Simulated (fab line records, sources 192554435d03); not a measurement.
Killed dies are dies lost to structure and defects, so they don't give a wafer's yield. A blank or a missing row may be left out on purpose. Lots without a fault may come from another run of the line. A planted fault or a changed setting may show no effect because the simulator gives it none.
Which tool did it? | flow n5_finfet | 24 lots, 72 wafers sampled, at 6 steps of a route of 1938

WHAT THE GAUGES READ, wafer by wafer
N5_BEOL_M10_INSPECT_13: inspects for defects (brightfield). Usual: raw_defect_count 420, standard deviation 99.
lot  | measured     | on                | raw_defect_count | flag
L074 | day 10 01:40 | defect_inspect-01 | 553 386 412      |
L076 | day 10 02:04 | defect_inspect-01 | 295 430 283      |
L075 | day 10 10:34 | defect_inspect-01 | 427 569 440      |
L078 | day 10 13:54 | defect_inspect-01 | 425 301 373      |
L077 | day 10 18:00 | defect_inspect-01 | 595 306 354      |
L079 | day 11 03:07 | defect_inspect-02 | 336 419 326      |
L080 | day 11 09:13 | defect_inspect-02 | 526 450 521      |
L081 | day 11 14:17 | defect_inspect-01 | 331 400 445      |
L082 | day 12 01:22 | defect_inspect-01 | 499 427 363      |
L083 | day 12 01:35 | defect_inspect-02 | 383 372 446      |
L084 | day 12 06:15 | defect_inspect-02 | 435 372 363      |
L085 | day 12 12:08 | defect_inspect-01 | 497 389 416      |
L086 | day 12 21:02 | defect_inspect-01 | 539 595 822      |
L087 | day 13 08:03 | defect_inspect-02 | 360 441 250      |
L088 | day 13 11:46 | defect_inspect-01 | 646 521 413      |
L089 | day 13 18:38 | defect_inspect-02 | 724 532 543      |
L090 | day 13 18:56 | defect_inspect-01 | 447 421 353      |
L091 | day 14 01:51 | defect_inspect-02 | 513 552 308      |
L092 | day 14 14:49 | defect_inspect-01 | 350 315 438      |
L094 | day 14 21:53 | defect_inspect-02 | 473 395 489      |
L093 | day 15 04:20 | defect_inspect-02 | 336 293 441      |
L095 | day 15 04:47 | defect_inspect-02 | 436 379 379      |
L096 | day 15 09:30 | defect_inspect-01 | 425 490 501      |
L097 | day 15 20:27 | defect_inspect-01 | 309 343 284      |

N5_BEOL_M10_THK_MEAS_53: measures by xrf. Usual: M10_THK 139 nm, standard deviation 3.9.
lot  | measured     | on            | M10_THK (nm) | flag
L074 | day 10 08:28 | film_metro-01 | 139 137 137  |
L076 | day 10 07:35 | film_metro-02 | 138 144 139  |
L075 | day 10 18:22 | film_metro-01 | 134 134 135  |
L078 | day 10 20:03 | film_metro-02 | 137 143 133  |
L077 | day 11 04:14 | film_metro-02 | 139 143 148  |
L079 | day 11 10:05 | film_metro-01 | 139 134 136  |
L080 | day 11 14:47 | film_metro-02 | 148 151 141  |
L081 | day 11 20:46 | film_metro-01 | 138 140 142  |
L082 | day 12 07:11 | film_metro-01 | 137 139 149  |
L083 | day 12 07:28 | film_metro-02 | 138 142 138  |
L084 | day 12 10:20 | film_metro-01 | 140 149 134  |
L085 | day 12 18:22 | film_metro-01 | 139 136 139  |
L086 | day 13 04:08 | film_metro-02 | 139 134 138  |
L087 | day 13 13:37 | film_metro-02 | 142 137 144  |
L088 | day 13 16:52 | film_metro-02 | 136 143 140  |
L089 | day 14 01:12 | film_metro-01 | 142 137 133  |
L090 | day 14 00:35 | film_metro-02 | 137 136 138  |
L091 | day 14 07:03 | film_metro-01 | 139 132 135  |
L092 | day 14 19:20 | film_metro-01 | 136 134 138  |
L094 | day 15 02:15 | film_metro-01 | 138 141 137  |
L093 | day 15 09:16 | film_metro-01 | 140 140 141  |
L095 | day 15 09:29 | film_metro-02 | 135 139 135  |
L096 | day 15 14:59 | film_metro-01 | 137 138 136  |
L097 | day 16 00:23 | film_metro-01 | 148 140 139  |

WHICH TOOL RAN EACH LOT (tool, then ch and the chambers of the sampled wafers, then the start)
lot  | N5_BEOL_M10_ETCH_62                | N5_BEOL_M10_STRIP_36               | N5_BEOL_M10_TRENCH_ETCH_37                    | N5_BEOL_M10_PRE_CLEAN_45
L074 | rie_diel-05 ch 1,2,3, day 10 02:24 | rie_diel-02 ch 2,3, day 10 06:01   | rie_diel-02 ch 2,3, day 10 06:47 or earlier   | pvd_sputter-02, day 10 06:47
L076 | rie_diel-02 ch 0,1, day 10 02:28   | rie_diel-01 ch 1,3, day 10 04:47   | rie_diel-01 ch 1,3, day 10 05:46 or earlier   | pvd_sputter-03, day 10 05:46
L075 | rie_diel-02 ch 0,2,3, day 10 10:56 | rie_diel-02 ch 0,1, day 10 13:59   | rie_diel-02 ch 0,1, day 10 16:47 or earlier   | pvd_sputter-01, day 10 16:47
L078 | rie_diel-01 ch 0,3, day 10 14:47   | rie_diel-02 ch 0,2,3, day 10 17:17 | rie_diel-02 ch 0,2,3, day 10 18:26 or earlier | pvd_sputter-02, day 10 18:26
L077 | rie_diel-01 ch 0,2, day 10 19:35   | rie_diel-01 ch 0,2,3, day 10 22:11 | rie_diel-01 ch 0,2,3, day 11 02:35 or earlier | pvd_sputter-01, day 11 02:35
L079 | rie_diel-02 ch 0,1,3, day 11 03:57 | rie_diel-02 ch 1,2,3, day 11 06:09 | rie_diel-02 ch 1,2,3, day 11 08:42 or earlier | pvd_sputter-02, day 11 08:42
L080 | rie_diel-05 ch 1,2,3, day 11 09:20 | rie_diel-01 ch 2,3, day 11 12:07   | rie_diel-01 ch 2,3, day 11 12:59 or earlier   | pvd_sputter-01, day 11 12:59
L081 | rie_diel-05 ch 0,1,3, day 11 14:24 | rie_diel-02 ch 0,1, day 11 17:37   | rie_diel-02 ch 0,1, day 11 18:54 or earlier   | pvd_sputter-03, day 11 18:54
L082 | rie_diel-01 ch 0,3, day 12 01:46   | rie_diel-01 ch 0,2,3, day 12 03:52 | rie_diel-01 ch 0,2,3, day 12 04:43 or earlier | pvd_sputter-03, day 12 04:43
L083 | rie_diel-02 ch 1,2,3, day 12 01:47 | rie_diel-02 ch 0,2,3, day 12 03:42 | rie_diel-02 ch 0,2,3, day 12 04:48 or earlier | pvd_sputter-03, day 12 04:48
L084 | rie_diel-01 ch 0,2,3, day 12 06:33 | rie_diel-01 ch 1,2,3, day 12 07:51 | rie_diel-01 ch 1,2,3, day 12 08:43 or earlier | pvd_sputter-02, day 12 08:43
L085 | rie_diel-02 ch 0,1,3, day 12 12:15 | rie_diel-01 ch 0,1, day 12 15:50   | rie_diel-01 ch 0,1, day 12 16:44 or earlier   | pvd_sputter-01, day 12 16:44
L086 | rie_diel-01 ch 0,1,2, day 12 21:08 | rie_diel-02 ch 1,2,3, day 12 23:43 | rie_diel-02 ch 1,2,3, day 13 01:02 or earlier | pvd_sputter-01, day 13 01:02
L087 | rie_diel-02 ch 0,2,3, day 13 08:10 | rie_diel-02 ch 1,2,3, day 13 10:55 | rie_diel-02 ch 1,2,3, day 13 11:49 or earlier | pvd_sputter-03, day 13 11:49
L088 | rie_diel-05 ch 0,2,3, day 13 11:53 | rie_diel-02 ch 0,1,3, day 13 13:03 | rie_diel-02 ch 0,1,3, day 13 15:21 or earlier | pvd_sputter-01, day 13 15:21
L089 | rie_diel-02 ch 0,1,2, day 13 18:45 | rie_diel-02 ch 0,1,2, day 13 21:38 | rie_diel-02 ch 0,1,2, day 13 22:53 or earlier | pvd_sputter-03, day 13 22:53
L090 | rie_diel-02 ch 0,1,2, day 13 19:03 | rie_diel-05 ch 0,1,2, day 13 21:20 | rie_diel-05 ch 0,1,2, day 13 22:36 or earlier | pvd_sputter-03, day 13 22:36
L091 | rie_diel-05 ch 0,1,3, day 14 02:01 | rie_diel-02 ch 1,2,3, day 14 03:53 | rie_diel-02 ch 1,2,3, day 14 05:25 or earlier | pvd_sputter-01, day 14 05:25
L092 | rie_diel-01 ch 1,2,3, day 14 15:05 | rie_diel-02 ch 0,1,2, day 14 16:27 | rie_diel-02 ch 0,1,2, day 14 17:51 or earlier | pvd_sputter-02, day 14 17:51
L094 | rie_diel-02 ch 1,2, day 14 22:14   | rie_diel-02 ch 2,3, day 14 23:29   | rie_diel-02 ch 2,3, day 15 00:26 or earlier   | pvd_sputter-03, day 15 00:26
L093 | rie_diel-05 ch 1,2, day 15 04:27   | rie_diel-05 ch 0,2,3, day 15 05:46 | rie_diel-05 ch 0,2,3, day 15 06:51 or earlier | pvd_sputter-02, day 15 06:51
L095 | rie_diel-02 ch 2,3, day 15 04:58   | rie_diel-02 ch 1,2, day 15 06:07   | rie_diel-02 ch 1,2, day 15 06:56 or earlier   | pvd_sputter-02, day 15 06:56
L096 | rie_diel-02 ch 1,2,3, day 15 09:38 | rie_diel-05 ch 0,2,3, day 15 11:54 | rie_diel-05 ch 0,2,3, day 15 13:02 or earlier | pvd_sputter-01, day 15 13:02
L097 | rie_diel-05 ch 0,3, day 15 20:47   | rie_diel-01 ch 0,2,3, day 15 21:56 | rie_diel-01 ch 0,2,3, day 15 22:56 or earlier | pvd_sputter-01, day 15 22:56
- N5_BEOL_M10_ETCH_62: etches SOC in N2/H2, target depth 110 nm, overetch 22 nm, time 165 s.
- N5_BEOL_M10_STRIP_36: strips in N2/H2.
- N5_BEOL_M10_TRENCH_ETCH_37: etches SiCOH lowk in C4F6/O2, target depth 148.83 nm, time 48 s.
- N5_BEOL_M10_PRE_CLEAN_45: time 30 s.

WHAT THE TOOLS THEMSELVES READ (means of the sampled wafers that have a number; where no wafer has one, the mark that the record gives instead)
N5_BEOL_M10_ETCH_62. Usual: chamber_pressure_mTorr 29.999 mTorr, standard deviation 0.026; drypump_motor_current_A 5.7 A, standard deviation 0.31; oes_product_au 0.66 a.u., standard deviation 0.066; rf_vpp_V 524.3 V, standard deviation 3; showerhead_plenum_p_Torr 2.55 Torr, standard deviation 0.11; throttle_valve_pct 17.91 %, standard deviation 0.2.
lot  | tool        | chamber_pressure_mTorr (mTorr) | drypump_motor_current_A (A) | oes_product_au (a.u.) | rf_vpp_V (V) | showerhead_plenum_p_Torr (Torr) | throttle_valve_pct (%) | flag
L074 | rie_diel-05 | 29.976                         | 5.7                         | 0.65                  | 525.2        | 2.59                            | 17.93                  |
L076 | rie_diel-02 | 30.010                         | 5.7                         | 0.72                  | 526.3        | 2.62                            | 17.88                  |
L075 | rie_diel-02 | 29.986                         | 5.5                         | 0.63                  | 521.7        | 2.46                            | 17.89                  |
L078 | rie_diel-01 | 30.010                         | 5.8                         | 0.73                  | 522.9        | 2.52                            | 17.87                  |
L077 | rie_diel-01 | 29.990                         | 6.0                         | 0.80                  | 526.7        | 2.64                            | 17.79                  |
L079 | rie_diel-02 | 29.997                         | 5.6                         | 0.66                  | 524.1        | 2.55                            | 17.96                  |
L080 | rie_diel-05 | 29.996                         | 5.7                         | 0.64                  | 525.3        | 2.59                            | 17.92                  |
L081 | rie_diel-05 | 30.014                         | 6.0                         | 0.62                  | 527.0        | 2.66                            | 18.05                  |
L082 | rie_diel-01 | 30.019                         | 5.8                         | 0.71                  | 523.4        | 2.51                            | 17.89                  |
L083 | rie_diel-02 | 30.021                         | 5.5                         | 0.67                  | 524.2        | 2.55                            | 17.91                  |
L084 | rie_diel-01 | 30.014                         | 5.8                         | 0.73                  | 524.4        | 2.58                            | 17.77                  |
L085 | rie_diel-02 | 29.986                         | 5.6                         | 0.65                  | 523.3        | 2.54                            | 17.97                  |
L086 | rie_diel-01 | 29.986                         | 6.0                         | 0.69                  | 525.3        | 2.59                            | 17.86                  |
L087 | rie_diel-02 | 30.009                         | 5.5                         | 0.61                  | 521.5        | 2.45                            | 17.93                  |
L088 | rie_diel-05 | 30.010                         | 5.9                         | 0.70                  | 524.4        | 2.57                            | 17.86                  |
L089 | rie_diel-02 | 30.036                         | 5.6                         | 0.65                  | 523.0        | 2.51                            | 17.86                  |
L090 | rie_diel-02 | 29.984                         | 5.6                         | 0.65                  | 523.0        | 2.51                            | 17.88                  |
L091 | rie_diel-05 | 30.019                         | 6.0                         | 0.68                  | 527.1        | 2.65                            | 17.94                  |
L092 | rie_diel-01 | 30.009                         | 5.7                         | 0.66                  | 525.5        | 2.61                            | 17.70                  |
L094 | rie_diel-02 | 29.989                         | 5.5                         | 0.66                  | 523.8        | 2.52                            | 17.83                  |
L093 | rie_diel-05 | 30.009                         | 5.7                         | 0.61                  | 521.7        | 2.50                            | 18.11                  |
L095 | rie_diel-02 | 29.990                         | 5.4                         | 0.62                  | 520.3        | 2.45                            | 17.90                  |
L096 | rie_diel-02 | 30.012                         | 5.5                         | 0.65                  | 524.0        | 2.54                            | 17.96                  |
L097 | rie_diel-05 | 29.991                         | 6.0                         | 0.69                  | 526.9        | 2.64                            | 17.78                  |

N5_BEOL_M10_STRIP_36. Usual: chamber_pressure_mTorr 20.00 mTorr, standard deviation 0.039; drypump_motor_current_A 5.65 A, standard deviation 0.28; oes_product_au 0.78 a.u., standard deviation 0.081; rf_vpp_V 59.1 V, standard deviation 1.9; showerhead_plenum_p_Torr 2.54 Torr, standard deviation 0.11; throttle_valve_pct 23.70 %, standard deviation 0.25.
lot  | tool        | chamber_pressure_mTorr (mTorr) | drypump_motor_current_A (A) | oes_product_au (a.u.) | rf_vpp_V (V) | showerhead_plenum_p_Torr (Torr) | throttle_valve_pct (%) | flag
L074 | rie_diel-02 | 20.03                          | 5.38                        | 0.78                  | 55.9         | 2.46                            | 23.61                  |
L076 | rie_diel-01 | 20.03                          | 5.56                        | 0.73                  | 58.5         | 2.58                            | 23.44                  |
L075 | rie_diel-02 | 20.01                          | 5.75                        | 0.78                  | 60.0         | 2.51                            | 23.60                  |
L078 | rie_diel-02 | 20.01                          | 5.52                        | 0.74                  | 60.1         | 2.45                            | 23.61                  |
L077 | rie_diel-01 | 19.98                          | 5.79                        | 0.89                  | 58.6         | 2.59                            | 23.69                  |
L079 | rie_diel-02 | 19.97                          | 5.48                        | 0.80                  | 58.4         | 2.55                            | 23.75                  |
L080 | rie_diel-01 | 19.99                          | 5.76                        | 0.90                  | 58.4         | 2.66                            | 23.53                  |
L081 | rie_diel-02 | 20.00                          | 5.76                        | 0.76                  | 58.0         | 2.51                            | 23.60                  |
L082 | rie_diel-01 | 19.97                          | 5.78                        | 0.87                  | 58.3         | 2.58                            | 23.68                  |
L083 | rie_diel-02 | 20.04                          | 5.55                        | 0.73                  | 59.9         | 2.45                            | 23.66                  |
L084 | rie_diel-01 | 20.03                          | 5.65                        | 0.79                  | 58.3         | 2.61                            | 23.51                  |
L085 | rie_diel-01 | 20.00                          | 5.99                        | 0.79                  | 58.8         | 2.51                            | 23.86                  |
L086 | rie_diel-02 | 20.00                          | 5.49                        | 0.78                  | 60.0         | 2.55                            | 23.75                  |
L087 | rie_diel-02 | 20.02                          | 5.49                        | 0.77                  | 58.7         | 2.54                            | 23.78                  |
L088 | rie_diel-02 | 20.04                          | 5.65                        | 0.76                  | 59.5         | 2.53                            | 23.75                  |
L089 | rie_diel-02 | 20.01                          | 5.63                        | 0.77                  | 57.9         | 2.51                            | 23.63                  |
L090 | rie_diel-05 | 19.98                          | 5.90                        | 0.78                  | 59.3         | 2.56                            | 24.07                  |
L091 | rie_diel-02 | 20.01                          | 5.48                        | 0.78                  | 59.7         | 2.54                            | 23.76                  |
L092 | rie_diel-02 | 20.04                          | 5.64                        | 0.76                  | 57.3         | 2.51                            | 23.66                  |
L094 | rie_diel-02 | 20.03                          | 5.37                        | 0.74                  | 59.0         | 2.45                            | 23.64                  |
L093 | rie_diel-05 | 19.97                          | 5.93                        | 0.79                  | 59.6         | 2.56                            | 23.79                  |
L095 | rie_diel-02 | 20.00                          | 5.58                        | 0.81                  | 60.3         | 2.61                            | 23.80                  |
L096 | rie_diel-05 | 20.00                          | 5.91                        | 0.79                  | 59.6         | 2.56                            | 23.79                  |
L097 | rie_diel-01 | 20.00                          | 5.76                        | 0.83                  | 60.7         | 2.56                            | 23.74                  |

N5_BEOL_M10_TRENCH_ETCH_37. Usual: chamber_pressure_mTorr 29.997 mTorr, standard deviation 0.024; drypump_motor_current_A 5.65 A, standard deviation 0.28; oes_product_au 0.78 a.u., standard deviation 0.084; rf_vpp_V 657 V, standard deviation 12; showerhead_plenum_p_Torr 2.86 Torr, standard deviation 0.12; throttle_valve_pct 21.02 %, standard deviation 0.21.
lot  | tool        | chamber_pressure_mTorr (mTorr) | drypump_motor_current_A (A) | oes_product_au (a.u.) | rf_vpp_V (V) | showerhead_plenum_p_Torr (Torr) | throttle_valve_pct (%) | flag
L074 | rie_diel-02 | 29.995                         | 5.37                        | 0.77                  | 667          | 2.81                            | 21.16                  |
L076 | rie_diel-01 | 29.968                         | 5.57                        | 0.74                  | 643          | 2.92                            | 20.90                  |
L075 | rie_diel-02 | 29.987                         | 5.77                        | 0.76                  | 652          | 2.80                            | 20.88                  |
L078 | rie_diel-02 | 29.991                         | 5.52                        | 0.73                  | 666          | 2.77                            | 21.11                  |
L077 | rie_diel-01 | 29.993                         | 5.77                        | 0.90                  | 648          | 2.90                            | 20.92                  |
L079 | rie_diel-02 | 29.968                         | 5.46                        | 0.79                  | 664          | 2.88                            | 21.11                  |
L080 | rie_diel-01 | 29.999                         | 5.75                        | 0.92                  | 653          | 2.98                            | 20.80                  |
L081 | rie_diel-02 | 30.003                         | 5.78                        | 0.76                  | 653          | 2.79                            | 20.91                  |
L082 | rie_diel-01 | 30.011                         | 5.76                        | 0.87                  | 649          | 2.90                            | 20.94                  |
L083 | rie_diel-02 | 29.989                         | 5.52                        | 0.73                  | 664          | 2.77                            | 21.13                  |
L084 | rie_diel-01 | 29.987                         | 5.65                        | 0.81                  | 647          | 2.94                            | 20.88                  |
L085 | rie_diel-01 | 29.994                         | 5.99                        | 0.79                  | 647          | 2.85                            | 21.24                  |
L086 | rie_diel-02 | 29.987                         | 5.49                        | 0.78                  | 663          | 2.87                            | 21.13                  |
L087 | rie_diel-02 | 29.981                         | 5.49                        | 0.78                  | 663          | 2.87                            | 21.13                  |
L088 | rie_diel-02 | 29.997                         | 5.62                        | 0.75                  | 660          | 2.84                            | 21.07                  |
L089 | rie_diel-02 | 29.955                         | 5.63                        | 0.76                  | 655          | 2.82                            | 21.00                  |
L090 | rie_diel-05 | 30.014                         | 5.90                        | 0.78                  | 667          | 2.84                            | 20.91                  |
L091 | rie_diel-02 | 30.011                         | 5.49                        | 0.77                  | 663          | 2.87                            | 21.15                  |
L092 | rie_diel-02 | 30.006                         | 5.62                        | 0.75                  | 655          | 2.82                            | 21.00                  |
L094 | rie_diel-02 | 30.008                         | 5.38                        | 0.74                  | 667          | 2.79                            | 21.22                  |
L093 | rie_diel-05 | 29.998                         | 5.90                        | 0.80                  | 668          | 2.85                            | 20.85                  |
L095 | rie_diel-02 | 29.998                         | 5.58                        | 0.79                  | 653          | 2.92                            | 21.00                  |
L096 | rie_diel-05 | 29.998                         | 5.91                        | 0.80                  | 668          | 2.85                            | 20.84                  |
L097 | rie_diel-01 | 30.002                         | 5.76                        | 0.82                  | 647          | 2.88                            | 20.99                  |

N5_BEOL_M10_PRE_CLEAN_45. Usual: heater_power_w 326 W, standard deviation 36.
lot  | tool           | heater_power_w (W) | flag
L074 | pvd_sputter-02 | 364                |
L076 | pvd_sputter-03 | 303                |
L075 | pvd_sputter-01 | 304                |
L078 | pvd_sputter-02 | 387                |
L077 | pvd_sputter-01 | 311                |
L079 | pvd_sputter-02 | 362                |
L080 | pvd_sputter-01 | 322                |
L081 | pvd_sputter-03 | 308                |
L082 | pvd_sputter-03 | 312                |
L083 | pvd_sputter-03 | 307                |
L084 | pvd_sputter-02 | 354                |
L085 | pvd_sputter-01 | 323                |
L086 | pvd_sputter-01 | 306                |
L087 | pvd_sputter-03 | 302                |
L088 | pvd_sputter-01 | 300                |
L089 | pvd_sputter-03 | 307                |
L090 | pvd_sputter-03 | 306                |
L091 | pvd_sputter-01 | 321                |
L092 | pvd_sputter-02 | 369                |
L094 | pvd_sputter-03 | 306                |
L093 | pvd_sputter-02 | 326                |
L095 | pvd_sputter-02 | 356                |
L096 | pvd_sputter-01 | 362                |
L097 | pvd_sputter-01 | 329                |

THE ANSWER, worked out from the rows above alone
Rule: a lot is off if the mean of its wafers that have a number lies more than 3 standard deviations from the usual mean. A lot without any number at a reading at which 4 lots or more have one is off too. The other lots that the step has rows for count as sound. The gauges are gone through in route order, then the tools' own readings, and for those a lot's mean is taken as printed above. The first step at which some lot is off is used, and at that step the reading that is off furthest; a lot without a number counts as furthest.
No lot is off at any reading shown: from this, nothing can be told.

WHAT THE SIMULATOR HAD PUT IN
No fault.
